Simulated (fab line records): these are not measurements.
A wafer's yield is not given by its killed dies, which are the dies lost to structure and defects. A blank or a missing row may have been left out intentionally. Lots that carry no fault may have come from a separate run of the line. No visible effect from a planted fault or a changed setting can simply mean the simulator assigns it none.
Which tool was responsible? | flow nand harc | 10 lots, 30 wafers sampled, at 6 steps of a route of 1302

WHAT THE GAUGES READ, wafer by wafer
NHARC_A_CHANNEL_HOLE_D1_INSPECT_40.
lot  | measured     | on                | raw defect count
L914 | day 9 23:49  | defect inspect-02 | 737 769 766
L915 | day 10 10:44 | defect inspect-01 | 782 711 714
L916 | day 11 00:09 | defect inspect-01 | 752 747 742
L923 | day 13 12:05 | defect inspect-02 | 115 97 91
L926 | day 14 18:45 | defect inspect-01 | 61 64 71
L927 | day 15 16:33 | defect inspect-01 | 101 98 109
L928 | day 16 04:30 | defect inspect-02 | 102 88 97
L929 | day 16 16:39 | defect inspect-02 | 92 130 93
L931 | day 17 00:53 | defect inspect-02 | 85 85 65
L933 | day 19 16:28 | defect inspect-01 | 41 34 38

NHARC_END_SORT_01.
lot  | measured     | on        | killed at array | killed at other | killed at periphery | killed dies | killed open | killed short
L914 | day 25 06:41 | prober-02 | 103 116 121     | 4 2 0           | 3 0 1               | 110 118 122 | 3 3 2       | 6 1 4
L915 | day 25 19:09 | prober-02 | 122 109 110     | 1 2 2           | 1 4 3               | 124 115 115 | 2 0 3       | 0 3 1
L916 | day 25 19:49 | prober-01 | 108 107 112     | 1 0 1           | 3 3 3               | 112 110 116 | 2 5 2       | 2 2 3
L926 | day 30 11:59 | prober-01 | 52 62 57        | 1 0 2           | 3 2 3               | 56 64 62    | 8 4 7       | 1 3 1
L927 | day 31 06:43 | prober-02 | 75              | 2               | 0                   | 77          | 3           | 0
L928 | day 31 13:25 | prober-01 | 72 62 65        | 0 1 0           | 0 5 4               | 72 68 69    | 2 6 3       | 1 3 1
L929 | day 32 05:58 | prober-02 | 39 51 49        | 0 0 0           | 10 4 5              | 49 55 54    | 4 2 3       | 1 2 1
L931 | day 32 19:12 | prober-01 | 68 67 55        | 2 0 2           | 3 3 1               | 73 70 58    | 4 2 3       | 3 3 0

EACH LOT AND THE TOOL THAT RAN IT (in order: tool; ch and the chambers of the sampled wafers; start)
lot  | NHARC_A_CHANNEL_HOLE_D1_ETCH_19  | NHARC_A_CHANNEL_HOLE_D1_ETCH_22  | NHARC_A_CHANNEL_HOLE_D1_ETCH_23  | NHARC_A_CHANNEL_HOLE_D1_ETCH_24
L914 | har etch-02 ch 0,1, day 9 18:07  | har etch-02 ch 0,1, day 9 19:03  | har etch-02 ch 0,1, day 9 19:38  | har etch-02 ch 0,1, day 9 20:20
L915 | har etch-02 ch 0,1, day 10 05:00 | har etch-02 ch 0,1, day 10 05:56 | har etch-02 ch 0,1, day 10 06:31 | har etch-02 ch 0,1, day 10 07:13
L916 | har etch-02 ch 0,1, day 10 18:28 | har etch-02 ch 0,1, day 10 19:24 | har etch-02 ch 0,1, day 10 19:59 | har etch-02 ch 0,1, day 10 20:42
L923 | har etch-02 ch 1, day 13 05:55   | har etch-02 ch 1, day 13 06:52   | har etch-02 ch 1, day 13 07:28   | har etch-02 ch 1, day 13 08:10
L926 | har etch-01 ch 0,1, day 14 13:02 | har etch-01 ch 0,1, day 14 13:54 | har etch-01 ch 0,1, day 14 14:28 | har etch-01 ch 0,1, day 14 15:10
L927 | har etch-02 ch 0,1, day 15 10:42 | har etch-02 ch 0,1, day 15 11:39 | har etch-02 ch 0,1, day 15 12:14 | har etch-02 ch 0,1, day 15 12:57
L928 | har etch-02 ch 0, day 15 22:46   | har etch-02 ch 0, day 15 23:38   | har etch-02 ch 0, day 16 00:13   | har etch-02 ch 0, day 16 00:55
L929 | har etch-02 ch 0,1, day 16 10:58 | har etch-02 ch 0,1, day 16 11:56 | har etch-02 ch 0,1, day 16 12:30 | har etch-02 ch 0,1, day 16 13:12
L931 | har etch-01 ch 0,1, day 16 19:12 | har etch-01 ch 0,1, day 16 20:14 | har etch-01 ch 0,1, day 16 20:50 | har etch-01 ch 0,1, day 16 21:34
L933 | har etch-02 ch 0, day 19 10:44   | har etch-02 ch 0, day 19 11:37   | har etch-02 ch 0, day 19 12:10   | har etch-02 ch 0, day 19 12:52
- NHARC_A_CHANNEL_HOLE_D1_ETCH_19: etches the open film in C4F8/O2/Ar, time 34.5 s.
- NHARC_A_CHANNEL_HOLE_D1_ETCH_22: etches the open film in C4F8/O2/Ar, time 666.7 s, target depth 1600 nm.
- NHARC_A_CHANNEL_HOLE_D1_ETCH_23: etches the open film in C4F8/O2/Ar, time 819 s, target depth 1600 nm.
- NHARC_A_CHANNEL_HOLE_D1_ETCH_24: etches the open film in C4F8/O2/Ar, time 906.2 s, target depth 1500 nm.

AS READ BY THE TOOLS THEMSELVES (means over the sampled wafers that have a number; for cases with no such wafer, the mark the record gives instead)
NHARC_A_CHANNEL_HOLE_D1_ETCH_19.
lot  | tool        | drypump motor current A (A) | oes air line au (a.u.) | showerhead plenum p Torr (Torr) | temp c (C) | throttle valve pct (%)
L914 | har etch-02 | 5.72                        | 0.994                  | 3.78                            | -20.03     | 37.036
L915 | har etch-02 | 5.71                        | 0.990                  | 3.78                            | -19.96     | 37.048
L916 | har etch-02 | 5.66                        | 1.002                  | 3.76                            | -20.10     | 37.034
L923 | har etch-02 | 5.76                        | 1.007                  | 3.77                            | -20.13     | 37.043
L926 | har etch-01 | 5.55                        | 0.963                  | 3.67                            | -20.02     | 37.037
L927 | har etch-02 | 5.65                        | 0.993                  | 3.72                            | -19.99     | 37.041
L928 | har etch-02 | 5.59                        | 0.991                  | 3.70                            | -19.90     | 37.042
L929 | har etch-02 | 5.71                        | 1.028                  | 3.72                            | -19.94     | 37.043
L931 | har etch-01 | 5.47                        | 0.999                  | 3.58                            | -20.05     | 37.043
L933 | har etch-02 | 5.58                        | 1.025                  | 3.67                            | -20.00     | 37.035

NHARC_A_CHANNEL_HOLE_D1_ETCH_22.
lot  | tool        | drypump motor current A (A) | oes air line au (a.u.) | showerhead plenum p Torr (Torr) | temp c (C) | throttle valve pct (%)
L914 | har etch-02 | 5.71                        | 0.975                  | 3.74                            | -19.98     | 32.146
L915 | har etch-02 | 5.71                        | 0.993                  | 3.73                            | -19.88     | 32.148
L916 | har etch-02 | 5.65                        | 1.005                  | 3.72                            | -19.80     | 32.155
L923 | har etch-02 | 5.74                        | 1.013                  | 3.72                            | -20.06     | 32.160
L926 | har etch-01 | 5.55                        | 0.979                  | 3.63                            | -20.16     | 32.152
L927 | har etch-02 | 5.66                        | 1.008                  | 3.68                            | -20.01     | 32.154
L928 | har etch-02 | 5.60                        | 1.005                  | 3.66                            | -19.86     | 32.152
L929 | har etch-02 | 5.72                        | 0.983                  | 3.68                            | -20.08     | 32.154
L931 | har etch-01 | 5.46                        | 1.015                  | 3.55                            | -20.12     | 32.155
L933 | har etch-02 | 5.59                        | 0.997                  | 3.63                            | -19.89     | 32.156

NHARC_A_CHANNEL_HOLE_D1_ETCH_23.
lot  | tool        | drypump motor current A (A) | oes air line au (a.u.) | showerhead plenum p Torr (Torr) | temp c (C) | throttle valve pct (%)
L914 | har etch-02 | 5.71                        | 0.982                  | 3.74                            | -20.07     | 32.153
L915 | har etch-02 | 5.70                        | 1.010                  | 3.73                            | -20.04     | 32.154
L916 | har etch-02 | 5.63                        | 0.995                  | 3.72                            | -19.94     | 32.161
L923 | har etch-02 | 5.75                        | 1.000                  | 3.72                            | -20.13     | 32.150
L926 | har etch-01 | 5.56                        | 0.993                  | 3.63                            | -19.99     | 32.150
L927 | har etch-02 | 5.65                        | 0.980                  | 3.68                            | -20.07     | 32.157
L928 | har etch-02 | 5.58                        | 1.025                  | 3.66                            | -20.07     | 32.151
L929 | har etch-02 | 5.70                        | 1.028                  | 3.68                            | -19.96     | 32.155
L931 | har etch-01 | 5.48                        | 1.000                  | 3.55                            | -19.99     | 32.159
L933 | har etch-02 | 5.59                        | 0.981                  | 3.63                            | -19.91     | 32.154

NHARC_A_CHANNEL_HOLE_D1_ETCH_24.
lot  | tool        | drypump motor current A (A) | oes air line au (a.u.) | showerhead plenum p Torr (Torr) | temp c (C) | throttle valve pct (%)
L914 | har etch-02 | 5.69                        | 1.005                  | 3.73                            | -20.11     | 32.234
L915 | har etch-02 | 5.68                        | 0.990                  | 3.73                            | -20.11     | 32.238
L916 | har etch-02 | 5.66                        | 1.011                  | 3.71                            | -19.99     | 32.225
L923 | har etch-02 | 5.75                        | 0.980                  | 3.72                            | -20.01     | 32.224
L926 | har etch-01 | 5.55                        | 1.015                  | 3.62                            | -20.01     | 32.244
L927 | har etch-02 | 5.65                        | 1.010                  | 3.68                            | -19.96     | 32.235
L928 | har etch-02 | 5.61                        | 1.025                  | 3.65                            | -19.88     | 32.240
L929 | har etch-02 | 5.70                        | 1.003                  | 3.68                            | -19.95     | 32.228
L931 | har etch-01 | 5.47                        | 1.008                  | 3.54                            | -20.13     | 32.234
L933 | har etch-02 | 5.58                        | 1.015                  | 3.63                            | -20.09     | 32.235

THE ANSWER, worked out from the rows above alone
Rule: the lots themselves supply what counts as usual. Put in order of their means at a reading, lots are off if they are a third of the lots or fewer, leave a main group of 4 or more, and stand apart from it by a gap of 3 or more times the standard deviation of the main group's means; of several such gaps the widest counts. Not used: any main group whose means are identical at the precision the tables above print for the reading. A lot without any number at a reading at which 4 lots or more have one is off too. All remaining lots with rows at the step are treated as sound. First the gauges in route order, then the tools' own readings, where a lot's mean is used as printed above. At the first step where some lot is off, the reading lying furthest off is the one used; lots without a number count as furthest.
Off: L914, L915, L916, at NHARC_A_CHANNEL_HOLE_D1_INSPECT_40 (raw defect count). Mean 84 and standard deviation 23 in the main group.
If a tool, at a process step before that reading, ran all the lots that are off and no sound lot after the first of them, it fits. The gauges at NHARC_A_CHANNEL_HOLE_D1_INSPECT_40 are tried like those tools. Not one of the candidates tried fits.

WHAT THE SIMULATOR HAD PUT IN
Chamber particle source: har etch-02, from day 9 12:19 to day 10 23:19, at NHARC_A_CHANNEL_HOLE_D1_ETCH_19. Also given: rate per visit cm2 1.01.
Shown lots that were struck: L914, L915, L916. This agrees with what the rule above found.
